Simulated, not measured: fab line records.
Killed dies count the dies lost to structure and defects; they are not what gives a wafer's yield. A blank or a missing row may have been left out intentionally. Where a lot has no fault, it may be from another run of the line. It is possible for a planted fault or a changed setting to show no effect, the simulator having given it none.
Split-lot trial | flow n5-finfet | route with 1938 steps; 7 lots, 39 wafers read

## ABOUT THE SPLIT
At N5_BEOL_M6_ETCH_62 (etches SOC in N2/H2, target depth 110 nm, overetch 22 nm, time 165 s), the setting time-s was moved away from the recipe's 165 s on 15 of the 39 wafers read, by -58.3% to +43.4%. This setting was run at the recipe's value on the other wafers.

Reading taken at the split's own step.

## THE READING
SiARC_of_BEOL_M6_COAT_60.thk-nm (the simulator's own value, which no gauge read), in nm, at N5_BEOL_M6_ETCH_62 (etches SOC in N2/H2, target depth 110 nm, overetch 22 nm, time 165 s). No usual value for it is given in the file. Here, 24 wafers ran the recipe; their average is 28.4 nm with a standard deviation of 0.22 nm.

wafer  | tool, chamber at the split | time-s as run, s | against the recipe | SiARC_of_BEOL_M6_COAT_60.thk-nm, nm | against lot-mates on the recipe
L074.1 | rie-diel-04, 1             | 68.8             | -58.3%             | 32.2                                | +3.7
L074.2 | rie-diel-04, 2             | 68.8             | -58.3%             | 32.4                                | +3.9
L074.3 | rie-diel-04, 3             | 165              | recipe             | 28.4                                | -
L074.4 | rie-diel-04, 0             | 68.8             | -58.3%             | 32.4                                | +3.9
L074.5 | rie-diel-04, 3             | 165              | recipe             | 28.4                                | -
L074.6 | rie-diel-04, 0             | 165              | recipe             | 28.8                                | -
L075.1 | rie-diel-04, 1             | 165              | recipe             | 28.2                                | -
L075.2 | rie-diel-04, 3             | 165              | recipe             | 28.4                                | -
L075.3 | rie-diel-04, 0             | 120.7            | -26.8%             | 30.2                                | +1.9
L075.4 | rie-diel-04, 2             | 120.7            | -26.8%             | 30                                  | +1.7
L075.5 | rie-diel-04, 1             | 120.7            | -26.8%             | 30                                  | +1.7
L075.6 | rie-diel-04, 2             | 165              | recipe             | 28.2                                | -
L083.1 | rie-diel-03, 0             | 165              | recipe             | 28.6                                | -
L083.2 | rie-diel-03, 2             | 204.6            | +24.0%             | 26.6                                | -1.9
L083.3 | rie-diel-03, 1             | 204.6            | +24.0%             | 26.8                                | -1.7
L083.4 | rie-diel-03, 3             | 165              | recipe             | 28.4                                | -
L083.5 | rie-diel-03, 1             | 204.6            | +24.0%             | 26.8                                | -1.7
L083.6 | rie-diel-03, 0             | 165              | recipe             | 28.4                                | -
L086.1 | rie-diel-01, 3             | 165              | recipe             | 28.4                                | -
L086.2 | rie-diel-01, 2             | 137.9            | -16.4%             | 29.4                                | +0.9
L086.3 | rie-diel-01, 0             | 165              | recipe             | 28.8                                | -
L086.4 | rie-diel-01, 0             | 137.9            | -16.4%             | 29.8                                | +1.3
L086.5 | rie-diel-01, 2             | 165              | recipe             | 28.2                                | -
L086.6 | rie-diel-01, 3             | 137.9            | -16.4%             | 29.6                                | +1.1
L092.1 | rie-diel-01, 3             | 236.6            | +43.4%             | 25.4                                | -3.0
L092.2 | rie-diel-01, 1             | 236.6            | +43.4%             | 24.6                                | -3.8
L092.3 | rie-diel-01, 2             | 236.6            | +43.4%             | 25                                  | -3.4
L092.4 | rie-diel-01, 0             | 165              | recipe             | 28.4                                | -
L092.5 | rie-diel-01, 3             | 165              | recipe             | 28.2                                | -
L092.6 | rie-diel-01, 0             | 165              | recipe             | 28.6                                | -
L094.1 | rie-diel-01, 1             | 165              | recipe             | 27.8                                | -
L094.2 | rie-diel-01, 2             | 165              | recipe             | 28.2                                | -
L094.4 | rie-diel-01, 3             | 165              | recipe             | 28.4                                | -
L096.1 | rie-diel-03, 0             | 165              | recipe             | 28.6                                | -
L096.2 | rie-diel-03, 1             | 165              | recipe             | 28.6                                | -
L096.3 | rie-diel-03, 3             | 165              | recipe             | 28.4                                | -
L096.4 | rie-diel-03, 2             | 165              | recipe             | 28.2                                | -
L096.5 | rie-diel-03, 1             | 165              | recipe             | 28.6                                | -
L096.6 | rie-diel-03, 0             | 165              | recipe             | 28.6                                | -

THE FIT
A straight line over all 39 wafers: SiARC_of_BEOL_M6_COAT_60.thk-nm changes by -0.0705 nm for each +1% of time-s; r = -0.99; the points scatter about the line by 0.24 nm.
The same after taking each lot's own level away (the mean of its wafers on the recipe; 39 wafers): -0.07 nm for each +1%; r = -0.99; scatter 0.22 nm.
That fit puts the effect of the largest move of time-s on the reading at 4.1 nm.
The lots' own levels span 28.13 to 28.53 nm, that is 1.8 times the standard deviation above.
Hence the lot-to-lot level has little effect on the slope; both slopes agree.
Check: for one of the wafers moved furthest among these (-58.3%), held out of the fit, the line's prediction against its lot-mates is +4.1 nm. It came out at +3.67 nm against them.

## FURTHER SPLITS ON THESE WAFERS
These wafers also went through other splits before the reading. Each is held against what the fit with the lots' levels taken away leaves over:
other split on the same wafers        | wafers away from the commonest value | r with SiARC_of_BEOL_M6_COAT_60.thk-nm (lot level and that fit taken away)
N5_FIN_SAQP_PECVD_06 time-s           | 12                                   | +0.08
N5_BEOL_M4_VIA_ETCH_34 target-depth-a | 15                                   | +0.13

## THE WHOLE CHAIN: every reading that the file lists as answering this split, in the file's order
step               | what it does                                                         | reading                                                                          | change (the file's fit)                                                             | r (the file's)
N5_BEOL_M6_ETCH_62 | etches SOC in N2/H2, target depth 110 nm, overetch 22 nm, time 165 s | etch.depth-nm (the simulator's own value, which no gauge read)                   | not straight: 54.48 at the lowest setting, 99.88 at the recipe, 99.7 at the highest | not given
N5_BEOL_M6_ETCH_62 | etches SOC in N2/H2, target depth 110 nm, overetch 22 nm, time 165 s | SiARC_of_BEOL_M6_COAT_60.thk-nm (the simulator's own value, which no gauge read) | -0.0697 nm for each +1% of the setting                                              | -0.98

## FILE'S OWN FIT
SiARC_of_BEOL_M6_COAT_60.thk-nm changes by -0.0697 nm for each +1% of time-s, r = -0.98.
